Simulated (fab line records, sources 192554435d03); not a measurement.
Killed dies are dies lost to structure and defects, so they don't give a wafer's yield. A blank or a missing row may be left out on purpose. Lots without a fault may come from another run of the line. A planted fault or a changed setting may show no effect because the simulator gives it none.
fab line records | flow n5_finfet
record lots=3 wafers=9 last_day=18
route steps=1938 shown BEOL_M6@1255 BEOL_M7@1263 PASSIVATION@1936
lots that met no fault: from a run of the same line without faults
start_h: hours from the record's first day to the start of the lot's first wafer shown | wait_h: hours since the lot's step before | " the same as in the row above | L1.1+2: a row that stands for several wafers | - no value, or no start given | * or withheld: withheld | < > ~ a bound
route shown NAME@n: a module of which the file shows steps, and the number in the route of the first | usual: mean/standard deviation of fault-free wafers | same: alike in all rows | chamber/n: place in a boat | sites: the reading at each site | _std_site: their standard deviation | _edge_site: outer sites' mean less inner sites' | radius_mm: how far each site lies from the wafer's centre | mask NAME#n: copy n | behind: the tool/chamber that last shaped the wafer | hold: why the lot was held/for how many hours/how that ended | device: the transistor (n, p or np) that didn't switch | end of line: the same wafers' tests at the end of the route | a step without rows: its recipe alone | killed: dies lost to structure and defects at the first sort, not the wafer's yield | map: a wafer's dies, x killed, . not, _ none there
set.NAME: the setting as run; set.NAME@STEP: as run at that earlier step | model.NAME: the simulator's own value behind a step, which no gauge read
lots at some steps of the route; a table a step, a row a wafer
## steps
# step N5_BEOL_M6_ECD_50
# recipe material=Cu target_thk_a=3000
# step N5_BEOL_M6_ANNEAL_51
# recipe temp_c=225 time_s=90 ambient=N2
# step N5_BEOL_M6_CMP_52
# recipe stop_on=SiCOH_lowk t_overpolish_s=6.9 down_force_psi=1 platen_rpm=50 clearing_platen_down_force_psi=1.5 clearing_platen_rpm=50 post_cmp_clean=cu_alkaline target_thk_nm=80 clearing_platen_pad_velocity_m_s=0.99484 pad_velocity_m_s=0.99484
# step N5_BEOL_M6_PRE_CLEAN_55
# recipe gas=NH3 time_s=15 temp_c=withheld rf_power_w=300
# step N5_BEOL_M6_DEP_56
# recipe material=SiCN target_thk_a=100 temp_c=withheld precursor=3MS/NH3 pressure_torr=3 rf_w=202 time_s=17.5
# step N5_BEOL_M7_ILD_DEP_00
# recipe material=SiCOH_lowk target_thk_a=1797.5 temp_c=300 precursor=DEMS/porogen pressure_torr=5 rf_w=500 time_s=33.4
# step N5_BEOL_M7_CURE_74
# recipe temp_c=385 time_s=240 ambient=He/Ar material=SiCOH_lowk
# step N5_BEOL_M7_PECVD_70
# recipe material=SiO2 target_thk_a=200 temp_c=400 precursor=TEOS/O2 pressure_torr=5.5 rf_w=450 teos_flow_sccm=53.8 gas=O2 flow_sccm=3000 time_s=22.7
# step N5_BEOL_M7_HM_DEP_02
# recipe material=TiN target_thk_a=200 temp_c=25 chamber_pressure_pa=0.49996
# usual throttle_valve_pct=29.5/1.6
# columns lot.wafer tool chamber start_h wait_h throttle_valve_pct
L762.2 pvd_sputter-03 - 267.24 0.3 29.6
L762.3 " - " " 28.5
L762.4 " - " " 27.4
L769.1 pvd_sputter-03 - 309.01 0.5 28.4
L769.2 " - " " 29.4
L769.5 " - " " 32.5
L776.3 pvd_sputter-01 - 356.86 0.6 30.8
L776.5 " - " " 30.8
L776.6 " - " " 29.8
# step N5_BEOL_M7_COAT_59
# recipe resist=SOC temp_c=250 time_s=60 spin_rpm=1500 resist_thk_nm=100
# step N5_BEOL_M7_COAT_60
# recipe resist=SiARC temp_c=220 time_s=60 spin_rpm=1500 resist_thk_nm=35
# step N5_BEOL_M7_COAT_05
# recipe resist=CAR-ArF spin_rpm=1500 resist_thk_nm=90
# step N5_BEOL_M7_EBR_07
# recipe solvent=PGMEA ebr_width_mm=1.5
# step N5_BEOL_M7_SOFTBAKE_06
# recipe temp_c=110 time_s=60 resist=CAR-ArF
# step N5_BEOL_M7_EXPOSE_08
# recipe mask_id=M7 na=1.35 source_shape=dipole sigma_inner=0.817 sigma_outer=0.97 polarization=te dose_mj=68.25
# step N5_BEOL_M7_PEB_09
# recipe peb_temp_c=withheld peb_time_s=60 resist=CAR-ArF
# step N5_BEOL_M7_DEVELOP_10
# recipe develop_time_s=30 developer=TMAH resist=CAR-ArF rinse_liquid=diw dry=air_spin dev_temp_c=23
# step N5_BEOL_M7_INSPECT_13
# recipe mode=adi inspect_instrument=brightfield
# usual raw_defect_count=493/120
# columns lot.wafer tool chamber start_h wait_h raw_defect_count
L762.2 defect_inspect-02 - 267.79 0.0 464
L762.3 " - " " 423
L762.4 " - " " 350
L769.1 defect_inspect-01 - 309.56 0.0 457
L769.2 " - " " 1355
L769.5 " - " " 422
L776.3 defect_inspect-01 - 357.42 0.0 378
L776.5 " - " " 458
L776.6 " - " " 263
# step N5_BEOL_M7_DESCUM_16
# recipe chemistry=O2 time_s=7.9 source_power_w=50 bias_power_w=20 pressure_mtorr=20 rf_frequency_hz=2.712e+07 temp_c=40 resist=CAR-ArF o2_flow_sccm=225
# step N5_BEOL_M7_ETCH_61
# recipe chemistry=CF4 target=SiARC target_depth_a=455 mask_material=CAR-ArF time_s=75.8 ion_energy_ev=80 pressure_mtorr=40 source_w=545 bias_w=36 Ar_flow_sccm=100 cf4_flow_sccm=100 ends=cleared
# step N5_BEOL_M7_ETCH_62
# recipe chemistry=N2/H2 target=SOC target_depth_a=1100 overetch_a=220 mask_material=SiARC temp_c=40 time_s=165 ion_energy_ev=200 pressure_mtorr=30 source_w=840 bias_w=150 n2_flow_sccm=200 h2_flow_sccm=200
# step N5_BEOL_M7_STRIP_68
# recipe chemistry=N2/H2 temp_c=40 n2_flow_sccm=200 h2_flow_sccm=200 rf_frequency_hz=6e+07
# step N5_BEOL_M7_STRIP_67
# recipe chemistry=CF4 resist=SiARC power_w=300 bias_power_w=75 pressure_mtorr=50 cf4_flow_sccm=150 rf_frequency_hz=6e+07
# step N5_BEOL_M7_HM_OPEN_17
# recipe chemistry=Cl2/BCl3 target_depth_a=200 overetch_a=60 target=TiN mask_material=SOC ion_energy_ev=150 pressure_mtorr=10 icp_w=1000 bias_w=126 Cl2_flow_sccm=53.25 bcl3_flow_sccm=21.75 Ar_flow_sccm=25
# step N5_BEOL_M7_STRIP_19
# recipe chemistry=O2 power_w=400 temp_c=40 pressure_mtorr=30 rf_frequency_hz=6e+07 bias_power_w=0 overash_fraction=0.2 o2_flow_sccm=225
# step N5_BEOL_M7_COAT_63
# recipe resist=SOC temp_c=250 time_s=60 spin_rpm=1500 resist_thk_nm=60
# step N5_BEOL_M7_COAT_64
# recipe resist=SiARC temp_c=220 time_s=60 spin_rpm=1500 resist_thk_nm=12
# step N5_BEOL_M7_COAT_71
# recipe resist=underlayer temp_c=205 time_s=60 spin_rpm=1500 resist_thk_nm=5
# step N5_BEOL_M7_COAT_22
# recipe resist=CAR-EUV spin_rpm=1500 resist_thk_nm=30
# step N5_BEOL_M7_EBR_24
# recipe solvent=PGMEA ebr_width_mm=1.5
# step N5_BEOL_M7_SOFTBAKE_23
# recipe temp_c=110 time_s=60 resist=CAR-EUV
# step N5_BEOL_M7_EXPOSE_25
# recipe mask_id=V6 na=0.33 source_shape=annular sigma_inner=0.4 sigma_outer=0.8 polarization=unpolarized target_cd_nm=40 dose_mj=42.5
# step N5_BEOL_M7_PEB_26
# recipe peb_temp_c=100 peb_time_s=60 resist=CAR-EUV
# step N5_BEOL_M7_DEVELOP_27
# recipe develop_time_s=30 developer=TMAH resist=CAR-EUV rinse_liquid=surfactant_rinse dry=air_spin dev_temp_c=23
# step N5_BEOL_M7_INSPECT_30
# recipe mode=adi inspect_instrument=brightfield
# usual raw_defect_count=492/120
# columns lot.wafer tool chamber start_h wait_h raw_defect_count
L762.2 defect_inspect-02 - 269.78 0.0 448
L762.3 " - " " 416
L762.4 " - " " 357
L769.1 defect_inspect-02 - 311.11 0.1 430
L769.2 " - " " 1338
L769.5 " - " " 411
L776.3 defect_inspect-02 - 360.54 0.0 383
L776.5 " - " " 452
L776.6 " - " " 254
# step N5_PASSIVATION_PROBE_49
# usual defect_limited_yield=91.1/1.4 killed_at_M0_to_M3=34/10 killed_at_M4_up=14/5.5 killed_at_contacts=12/5.1 killed_at_front_end=41/12 killed_at_other=4/3.1 killed_dies=105/17 killed_on_rim=13/3.7 killed_open=70/13 killed_short=33/7.6 sort_bin_5_function=5.3/0.98 sort_bin_6_memory=3.3/0.67 sort_n_pass=1075/17 sort_yield_pct=91.1/1.4
# same gross_dies=1180 killed_at_back_side=0 sort_bin_4_leakage[%]=0 sort_bin_8_speed[%]=0
# columns lot.wafer tool chamber start_h wait_h defect_limited_yield[%] killed_at_M0_to_M3 killed_at_M4_up killed_at_contacts killed_at_front_end killed_at_other killed_dies killed_on_rim killed_open killed_short sort_bin_5_function[%] sort_bin_6_memory[%] sort_n_pass sort_yield_pct[%]
L769.1 prober-01 - 394.13 0.0 93.6 19 11 16 29 0 75 11 56 18 4.1 2.3 1105 93.6
L769.2 prober-01 - 394.18 0.1 84.9 43 105 7 21 2 178 34 62 23 9.1 3.7 1002 84.9
L769.5 prober-01 - 394.33 0.2 93.3 24 18 7 30 0 79 8 54 24 3.6 3.0 1101 93.3
# killed by level:class
L769.1 MOL_CONTACT_COAG:geometric_particle:open=15 GATE_CUT:geometric_particle:open=9 STI_FIN_REVEAL:geometric_particle:open=7 BEOL_M0_SAQP:geometric_particle:short=6 GATE_CUT:geometric_particle:short=5 STARTING-WAFER:geometric_particle:open=4 BEOL_M3:geometric_particle:open=3 FIN_SAQP:geometric_particle:open=2
L769.2 BEOL_M7:unspecified=92 BEOL_M1:geometric_particle:open=13 MOL_CONTACT_COAG:geometric_particle:open=7 BEOL_M0_SAQP:geometric_particle:short=7 BEOL_M0_SAQP:geometric_particle:open=7 BEOL_M2:geometric_particle:open=5 BEOL_M4:geometric_particle:open=5 STI_FIN_REVEAL:geometric_particle:open=4
L769.5 BEOL_M4:geometric_particle:open=11 STI_FIN_REVEAL:geometric_particle:open=9 FIN_SAQP:geometric_particle:open=6 BEOL_M2:geometric_particle:open=6 MOL_CONTACT_COAG:geometric_particle:open=5 BEOL_M0_SAQP:geometric_particle:short=5 FIN_SAQP:geometric_particle:short=4 BEOL_M0_SAQP:geometric_particle:open=4
# map L769.2 (x killed, . not)
_________________..........x.________________
______________.......x.........._____________
___________..x...................x.__________
__________................x........._________
________...x...x......................_______
_______x............x....x............x______
______xx.x..x...x...........xx..x......._____
_____xxxxx..x.....xx.....x...............____
____xxxxxxx..x..............x.............___
___xxxxxxxx..x..xx....................x....__
___xxxxxxx.xx..............................__
__xxxxxxxxxxxx............x................._
__xxxxxxxxxxxx.x...x....xx........x.x......._
_xxxxxxxxxx.xx.x.............................
_xxxxxxxxxx.........x...........x..........x.
_x.x.xxxxxx...x.............x................
_x.xx...x.x.....................x............
_x.x..x.........x.................x...x.....x
_x.....................xx..x.......x.........
_.......x....x......x...........x............
_..........x.........x............xx.....x...
__.............................x............_
__x.......x............x...................._
___.x......................................__
___.............x.....x....................__
____x....x.............x.............x..x.___
_____....x.........x.....................____
______..x....x...............x.........._____
_______.x...................x..........______
________................x............._______
__________......x.................x._________
___________x..x....................__________
______________...x.............._____________
_________________.x..........________________
# map L762.2 (x killed, . not)
_________________............________________
______________...x.............._____________
___________....x........x....xx....__________
__________.........x...x............_________
________x....x....x..x................_______
_______..x...x.........x....x..x...x..x______
______....x..x..x.......xx.........x...x_____
_____........x.......x...x....x..x.......____
____..............x....x.......xx........x___
___.........................x..............__
___...........................x............__
__...........x......x..............x..x....._
__.........................x...........x...._
_..........x............x........x...........
_.......x..............................x.....
_.............x...........x.........x.xx.....
_.......x................x....x..............
_..................xx......x...............x.
_...................................x........
_.....................x............x.........
_..................x..x.........x............
__........x........................x....x..._
__.........x....x................x.....x...._
___.......................x................__
___..x...x.x...x....x............x.........__
____......................xx..............___
_____.....x...........x.x..............x.____
______..x.................x...x.x......._____
_______...............x................______
________................x......x......_______
__________...............x.........._________
___________..x..x...............x..__________
______________............x....._____________
_________________..x.........________________
## key
first_sign step=N5_BEOL_M7_INSPECT_13 reading=raw_defect_count direction=up sigmas=7.3 usual=493 struck=1355
effect step=N5_BEOL_M7_INSPECT_30 reading=raw_defect_count direction=up sigmas=7 usual=492 struck=1338
effect step=N5_PASSIVATION_PROBE_49 reading=killed_at_M4_up direction=up sigmas=17 usual=14 struck=105
more_kills_born_at N5_BEOL_M7_HM_DEP_02@pvd_sputter-03=92
met_at N5_BEOL_M7_HM_DEP_02
struck_wafers L769.2
onset_between 267.24 309.01
fault kind=chamber_particle_source tool=pvd_sputter-03 chamber=- onset_h=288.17 steps=N5_BEOL_M7_HM_DEP_02 rate_per_visit_cm2=1.4916 end_h=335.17 scope=struck_wafers_only
